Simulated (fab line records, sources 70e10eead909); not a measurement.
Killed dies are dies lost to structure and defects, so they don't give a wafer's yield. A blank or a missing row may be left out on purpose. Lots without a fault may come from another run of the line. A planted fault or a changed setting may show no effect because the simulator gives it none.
Which tool did it? | flow nand_harc | 6 lots, 18 wafers sampled, at 2 steps of a route of 1159

WHAT THE GAUGES READ, wafer by wafer
NHARC_A_M1_THK_MEAS_24: measures by xrf.
lot  | measured     | on            | thk_nm (nm)
L870 | day 18 03:10 | film_metro-01 | 154.6 155.4 155.5
L867 | day 19 03:46 | film_metro-01 | 153.2 155.2 156.6
L882 | day 21 21:57 | film_metro-01 | 154.6 155.1 155.0
L883 | day 21 15:34 | film_metro-01 | 156.2 155.8 154.6
L884 | day 22 07:05 | film_metro-01 | 157.7 153.8 156.1
L889 | day 23 13:30 | film_metro-02 | 157.4 153.8 154.5

WHICH TOOL RAN EACH LOT (tool, then ch and the chambers of the sampled wafers, then the start)
lot  | NHARC_A_STAIRCASE_TRIM_196
L870 | rie_diel-02 ch 0,1, day 11 16:53
L867 | rie_diel-11 ch 1,2,3, day 11 20:19
L882 | rie_diel-11 ch 0,1,3, day 15 00:19
L883 | rie_diel-03 ch 2,3, day 15 03:29
L884 | rie_diel-11 ch 0,1,3, day 15 15:40
L889 | rie_diel-03 ch 1,3, day 16 12:26
- NHARC_A_STAIRCASE_TRIM_196: chemistry O2, time 211.2 s.

THE ANSWER, worked out from the rows above alone
Rule: what is usual is taken from the lots themselves. Put in order of their means at a reading, lots are off if they are a third of the lots or fewer, leave a main group of 4 or more, and stand apart from it by a gap of 3 or more times the standard deviation of the main group's means; of several such gaps the widest counts. A main group whose means are all the same, to the digits that the tables above print for the reading, isn't used. A lot without any number at a reading at which 4 lots or more have one is off too. The other lots that the step has rows for count as sound.
No lot is off at any reading shown: from this, nothing can be told.

WHAT THE SIMULATOR HAD PUT IN
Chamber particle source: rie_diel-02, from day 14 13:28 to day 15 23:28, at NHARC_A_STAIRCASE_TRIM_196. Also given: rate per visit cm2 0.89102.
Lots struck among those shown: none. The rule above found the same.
